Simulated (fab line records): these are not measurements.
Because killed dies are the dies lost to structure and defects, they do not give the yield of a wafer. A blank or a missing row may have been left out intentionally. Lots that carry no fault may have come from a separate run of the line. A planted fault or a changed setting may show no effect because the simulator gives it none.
Which tool was responsible? || flow nandHarc || 13 lots with 39 wafers sampled at 5 steps, on a route of 1302 steps

## WHAT THE GAUGES SHOWED, per wafer
NHARC_THIN_TSV_CD_MEAS_12: target cd 1000 nm.
{"lot": "L959", "measured": "day 23 20:49", "on": "cdSem-03", "cdNm (nm)": "1000.2 1005.7 1003.5"}
{"lot": "L961", "measured": "day 24 12:32", "on": "cdSem-03", "cdNm (nm)": "1000.4 998.7 998.3"}
{"lot": "L960", "measured": "day 24 16:53", "on": "cdSem-03", "cdNm (nm)": "1000.4 998.2 998.8"}
{"lot": "L962", "measured": "day 24 19:10", "on": "cdSem-03", "cdNm (nm)": "1006.0 1001.8 1001.2"}
{"lot": "L963", "measured": "day 24 17:56", "on": "cdSem-03", "cdNm (nm)": "999.9 999.9 999.3"}
{"lot": "L964", "measured": "day 25 23:32", "on": "cdSem-03", "cdNm (nm)": "1001.6 997.0 999.5"}
{"lot": "L967", "measured": "day 27 01:42", "on": "cdSem-03", "cdNm (nm)": "1000.9 998.5 998.1"}
{"lot": "L972", "measured": "day 28 20:02", "on": "cdSem-02", "cdNm (nm)": "1005.1 1002.9 1003.4"}
{"lot": "L975", "measured": "day 30 03:49", "on": "cdSem-01", "cdNm (nm)": "994.8 994.4 993.9"}
{"lot": "L978", "measured": "day 31 04:36", "on": "cdSem-03", "cdNm (nm)": "1003.5 1003.8 1003.2"}
{"lot": "L980", "measured": "day 32 02:35", "on": "cdSem-01", "cdNm (nm)": "997.8 996.9 995.6"}
{"lot": "L981", "measured": "day 32 13:44", "on": "cdSem-01", "cdNm (nm)": "995.6 1002.2 995.9"}
{"lot": "L982", "measured": "day 32 12:23", "on": "cdSem-01", "cdNm (nm)": "1001.1 1000.8 999.2"}

NHARC_END_SORT_01.
{"lot": "L975", "measured": "day 30 20:13", "on": "prober-02", "killedAtArray": "85 152 78", "killedAtOther": "0 1 0", "killedAtPeriphery": "4 6 4", "killedDies": "89 159 82", "killedOpen": "1 2 3", "killedShort": "3 3 4"}

## EACH LOT AND THE TOOL THAT RAN IT (in order: tool; ch and the chambers of the sampled wafers; start)
{"lot": "L959", "NHARC_A_DECK1_JOINT_ETCH_09": "wetBench-06 ch 0,4,7, day 10 15:32", "NHARC_A_BONDPAD_ETCH_34": "rieDiel-02 ch 1,3, day 23 05:41", "NHARC_A_BONDPAD_DEGAS_25": "pvdSputter-01, day 23 06:38"}
{"lot": "L961", "NHARC_A_DECK1_JOINT_ETCH_09": "wetBench-06 ch 0,4,7, day 11 13:06", "NHARC_A_BONDPAD_ETCH_34": "rieDiel-02 ch 0,2, day 23 21:22", "NHARC_A_BONDPAD_DEGAS_25": "pvdSputter-01, day 23 22:13"}
{"lot": "L960", "NHARC_A_DECK1_JOINT_ETCH_09": "wetBench-05 ch 2,4,5, day 11 13:07", "NHARC_A_BONDPAD_ETCH_34": "rieDiel-02 ch 0,2, day 24 02:22", "NHARC_A_BONDPAD_DEGAS_25": "pvdSputter-01, day 24 03:16"}
{"lot": "L962", "NHARC_A_DECK1_JOINT_ETCH_09": "wetBench-06 ch 2,5,6, day 12 04:13", "NHARC_A_BONDPAD_ETCH_34": "rieDiel-02 ch 0,3, day 24 03:04", "NHARC_A_BONDPAD_DEGAS_25": "pvdSputter-03, day 24 03:55"}
{"lot": "L963", "NHARC_A_DECK1_JOINT_ETCH_09": "wetBench-05 ch 4,5,6, day 12 15:08", "NHARC_A_BONDPAD_ETCH_34": "rieDiel-04 ch 1,2,3, day 24 05:06", "NHARC_A_BONDPAD_DEGAS_25": "pvdSputter-01, day 24 05:58"}
{"lot": "L964", "NHARC_A_DECK1_JOINT_ETCH_09": "wetBench-06 ch 3,5,6, day 13 00:44", "NHARC_A_BONDPAD_ETCH_34": "rieDiel-04 ch 0,2,3, day 25 08:49", "NHARC_A_BONDPAD_DEGAS_25": "pvdSputter-03, day 25 09:41"}
{"lot": "L967", "NHARC_A_DECK1_JOINT_ETCH_09": "wetBench-03 ch 5,6,7, day 14 09:29", "NHARC_A_BONDPAD_ETCH_34": "rieDiel-04 ch 0,3, day 26 09:49", "NHARC_A_BONDPAD_DEGAS_25": "pvdSputter-03, day 26 10:40"}
{"lot": "L972", "NHARC_A_DECK1_JOINT_ETCH_09": "wetBench-06 ch 0,1,7, day 16 00:14", "NHARC_A_BONDPAD_ETCH_34": "rieDiel-02 ch 0,1,2, day 28 05:29", "NHARC_A_BONDPAD_DEGAS_25": "pvdSputter-01, day 28 06:20"}
{"lot": "L975", "NHARC_A_DECK1_JOINT_ETCH_09": "wetBench-06 ch 1,4,5, day 17 16:53", "NHARC_A_BONDPAD_ETCH_34": "rieDiel-02 ch 1,2, day 29 12:40", "NHARC_A_BONDPAD_DEGAS_25": "pvdSputter-02, day 29 13:35"}
{"lot": "L978", "NHARC_A_DECK1_JOINT_ETCH_09": "wetBench-03 ch 1,3,4, day 18 17:37", "NHARC_A_BONDPAD_ETCH_34": "rieDiel-02 ch 0,1,3, day 30 13:55", "NHARC_A_BONDPAD_DEGAS_25": "pvdSputter-02, day 30 14:46"}
{"lot": "L980", "NHARC_A_DECK1_JOINT_ETCH_09": "wetBench-03 ch 1,2,3, day 19 18:04", "NHARC_A_BONDPAD_ETCH_34": "rieDiel-04 ch 0,2,3, day 31 08:00", "NHARC_A_BONDPAD_DEGAS_25": "pvdSputter-03, day 31 08:52"}
{"lot": "L981", "NHARC_A_DECK1_JOINT_ETCH_09": "wetBench-03 ch 0,2,6, day 20 02:42", "NHARC_A_BONDPAD_ETCH_34": "rieDiel-02 ch 0,2,3, day 31 21:34", "NHARC_A_BONDPAD_DEGAS_25": "pvdSputter-02, day 31 22:52"}
{"lot": "L982", "NHARC_A_DECK1_JOINT_ETCH_09": "wetBench-05 ch 0,1,5, day 20 10:49", "NHARC_A_BONDPAD_ETCH_34": "rieDiel-04 ch 1,2,3, day 31 15:14", "NHARC_A_BONDPAD_DEGAS_25": "pvdSputter-02, day 31 16:08"}
- NHARC_A_DECK1_JOINT_ETCH_09: etches SiO2 in dHF, target depth 5 nm.
- NHARC_A_BONDPAD_ETCH_34: etches the open film in N2/H2, target depth 60 nm, overetch 18 nm, time 65.91 s.
- NHARC_A_BONDPAD_DEGAS_25: time 60 s.

## AS READ BY THE TOOLS THEMSELVES (means over the sampled wafers that have a number; for cases with no such wafer, the mark the record gives instead)
NHARC_A_BONDPAD_ETCH_34.
{"lot": "L959", "tool": "rieDiel-02", "drypumpMotorCurrentA (A)": 5.9, "oesProductAu (a.u.)": 1.017, "rfVppV (V)": 430.1, "showerheadPlenumPTorr (Torr)": 2.02, "throttleValvePct (%)": 14.170}
{"lot": "L961", "tool": "rieDiel-02", "drypumpMotorCurrentA (A)": 6.0, "oesProductAu (a.u.)": 1.008, "rfVppV (V)": 430.9, "showerheadPlenumPTorr (Torr)": 2.06, "throttleValvePct (%)": 14.172}
{"lot": "L960", "tool": "rieDiel-02", "drypumpMotorCurrentA (A)": 6.0, "oesProductAu (a.u.)": 0.996, "rfVppV (V)": 430.8, "showerheadPlenumPTorr (Torr)": 2.06, "throttleValvePct (%)": 14.170}
{"lot": "L962", "tool": "rieDiel-02", "drypumpMotorCurrentA (A)": 6.1, "oesProductAu (a.u.)": 0.991, "rfVppV (V)": 433.9, "showerheadPlenumPTorr (Torr)": 2.15, "throttleValvePct (%)": 14.167}
{"lot": "L963", "tool": "rieDiel-04", "drypumpMotorCurrentA (A)": 5.6, "oesProductAu (a.u.)": 0.983, "rfVppV (V)": 428.9, "showerheadPlenumPTorr (Torr)": 1.97, "throttleValvePct (%)": 14.171}
{"lot": "L964", "tool": "rieDiel-04", "drypumpMotorCurrentA (A)": 5.8, "oesProductAu (a.u.)": 0.997, "rfVppV (V)": 430.1, "showerheadPlenumPTorr (Torr)": 2.00, "throttleValvePct (%)": 14.169}
{"lot": "L967", "tool": "rieDiel-04", "drypumpMotorCurrentA (A)": 5.3, "oesProductAu (a.u.)": 0.995, "rfVppV (V)": 428.7, "showerheadPlenumPTorr (Torr)": 1.97, "throttleValvePct (%)": 14.172}
{"lot": "L972", "tool": "rieDiel-02", "drypumpMotorCurrentA (A)": 5.9, "oesProductAu (a.u.)": 0.998, "rfVppV (V)": 429.6, "showerheadPlenumPTorr (Torr)": 2.00, "throttleValvePct (%)": 14.168}
{"lot": "L975", "tool": "rieDiel-02", "drypumpMotorCurrentA (A)": 5.9, "oesProductAu (a.u.)": 1.004, "rfVppV (V)": 427.6, "showerheadPlenumPTorr (Torr)": 1.94, "throttleValvePct (%)": 14.160}
{"lot": "L978", "tool": "rieDiel-02", "drypumpMotorCurrentA (A)": 6.0, "oesProductAu (a.u.)": 0.996, "rfVppV (V)": 432.0, "showerheadPlenumPTorr (Torr)": 2.08, "throttleValvePct (%)": 14.171}
{"lot": "L980", "tool": "rieDiel-04", "drypumpMotorCurrentA (A)": 5.8, "oesProductAu (a.u.)": 1.002, "rfVppV (V)": 428.5, "showerheadPlenumPTorr (Torr)": 1.99, "throttleValvePct (%)": 14.177}
{"lot": "L981", "tool": "rieDiel-02", "drypumpMotorCurrentA (A)": 6.0, "oesProductAu (a.u.)": 0.986, "rfVppV (V)": 431.3, "showerheadPlenumPTorr (Torr)": 2.08, "throttleValvePct (%)": 14.167}
{"lot": "L982", "tool": "rieDiel-04", "drypumpMotorCurrentA (A)": 5.6, "oesProductAu (a.u.)": 0.995, "rfVppV (V)": 429.0, "showerheadPlenumPTorr (Torr)": 1.96, "throttleValvePct (%)": 14.167}

NHARC_A_BONDPAD_DEGAS_25.
{"lot": "L959", "tool": "pvdSputter-01", "heaterPowerW (W)": 471}
{"lot": "L961", "tool": "pvdSputter-01", "heaterPowerW (W)": 439}
{"lot": "L960", "tool": "pvdSputter-01", "heaterPowerW (W)": 450}
{"lot": "L962", "tool": "pvdSputter-03", "heaterPowerW (W)": 497}
{"lot": "L963", "tool": "pvdSputter-01", "heaterPowerW (W)": 447}
{"lot": "L964", "tool": "pvdSputter-03", "heaterPowerW (W)": 526}
{"lot": "L967", "tool": "pvdSputter-03", "heaterPowerW (W)": 507}
{"lot": "L972", "tool": "pvdSputter-01", "heaterPowerW (W)": 459}
{"lot": "L975", "tool": "pvdSputter-02", "heaterPowerW (W)": 431}
{"lot": "L978", "tool": "pvdSputter-02", "heaterPowerW (W)": 507}
{"lot": "L980", "tool": "pvdSputter-03", "heaterPowerW (W)": 475}
{"lot": "L981", "tool": "pvdSputter-02", "heaterPowerW (W)": 444}
{"lot": "L982", "tool": "pvdSputter-02", "heaterPowerW (W)": 492}

## THE ANSWER, worked out from the rows above alone
Rule: the lots themselves supply what counts as usual. The widest of any qualifying gaps counts: lots, ordered by their means at a reading, are off when they make up no more than a third of the lots, leave a main group of 4 or more, and stand apart from it by 3 or more times the standard deviation of that group's means. The tables above print the reading to a certain number of digits; a main group whose means all agree to those digits is not used. Also off: a lot with no number at a reading for which 4 or more lots have one. Where the step has rows for the other lots, those lots are counted as sound. Order of review: gauges by route order, followed by the tools' own readings, for which a lot's mean as printed above is used. The first step at which some lot is off is used, and at that step the reading that is off furthest; a lot without a number counts as furthest.
Nothing can be told from this: no lot is off at any reading shown.

## WHAT THE SIMULATOR HAD PUT IN
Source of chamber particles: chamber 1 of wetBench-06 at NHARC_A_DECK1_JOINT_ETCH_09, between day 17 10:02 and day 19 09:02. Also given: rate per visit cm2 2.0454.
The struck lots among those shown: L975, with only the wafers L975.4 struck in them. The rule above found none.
